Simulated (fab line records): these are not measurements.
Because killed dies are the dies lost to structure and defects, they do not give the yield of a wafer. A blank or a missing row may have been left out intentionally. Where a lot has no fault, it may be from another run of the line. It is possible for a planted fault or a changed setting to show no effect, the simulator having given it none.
Which tool was responsible? ; flow n5Finfet ; Sampling: 12 lots, 36 wafers, 2 of 1938 route steps

== WHAT THE GAUGES SHOWED, per wafer ==
N5_BEOL_M12_INSPECT_30: inspects for defects (macro).
lot;measured;on;rawDefectCount
L076;day 10 20:31;defectInspect-02;1 2 2
L079;day 11 05:41;defectInspect-01;2 3 0
L078;day 11 06:23;defectInspect-02;5 3 3
L080;day 12 06:28;defectInspect-02;0 0 3
L084;day 13 00:04;defectInspect-01;3 2 1
L085;day 13 05:33;defectInspect-02;3 2 1
L088;day 14 04:30;defectInspect-01;2 2 2
L089;day 14 16:17;defectInspect-01;3 1 1
L093;day 14 20:44;defectInspect-02;2 1 2
L092;day 15 00:17;defectInspect-02;1 0 2
L095;day 16 00:56;defectInspect-01;2 4 3
L097;day 16 07:18;defectInspect-02;1 3 5

== TOOL THAT RAN EACH LOT (tool first, then ch and the chambers of the sampled wafers, then the start) ==
lot;N5_BEOL_M12_VIA_ETCH_16
L076;rieDiel-01 ch 1,2, day 10 19:35
L079;rieDiel-06 ch 1,2, day 11 04:53
L078;rieDiel-01 ch 0,2,3, day 11 05:28
L080;rieDiel-01 ch 0,2,3, day 12 05:28
L084;rieDiel-01 ch 1,2,3, day 12 23:09
L085;rieDiel-03 ch 1,2,3, day 13 04:25
L088;rieDiel-03 ch 0,3, day 14 03:37
L089;rieDiel-01 ch 1,2, day 14 15:25
L093;rieDiel-03 ch 0,1, day 14 19:56
L092;rieDiel-01 ch 0,3, day 14 23:29
L095;rieDiel-01 ch 0,2, day 16 00:02
L097;rieDiel-01 ch 0,1, day 16 06:23
- N5_BEOL_M12_VIA_ETCH_16: etches SiOC in C4F8/O2/Ar, target depth 724.8 nm.

== THE ANSWER, worked out from the rows above alone ==
Rule: the lots themselves supply what counts as usual. The widest of any qualifying gaps counts: lots, ordered by their means at a reading, are off when they make up no more than a third of the lots, leave a main group of 4 or more, and stand apart from it by 3 or more times the standard deviation of that group's means. A main group whose means are all the same, to the digits that the tables above print for the reading, isn't used. A lot without any number at a reading at which 4 lots or more have one is off too. Any other lot the step has rows for is counted as sound.
None of the lots is off at any reading shown; this tells nothing.

== WHAT THE SIMULATOR HAD INSERTED ==
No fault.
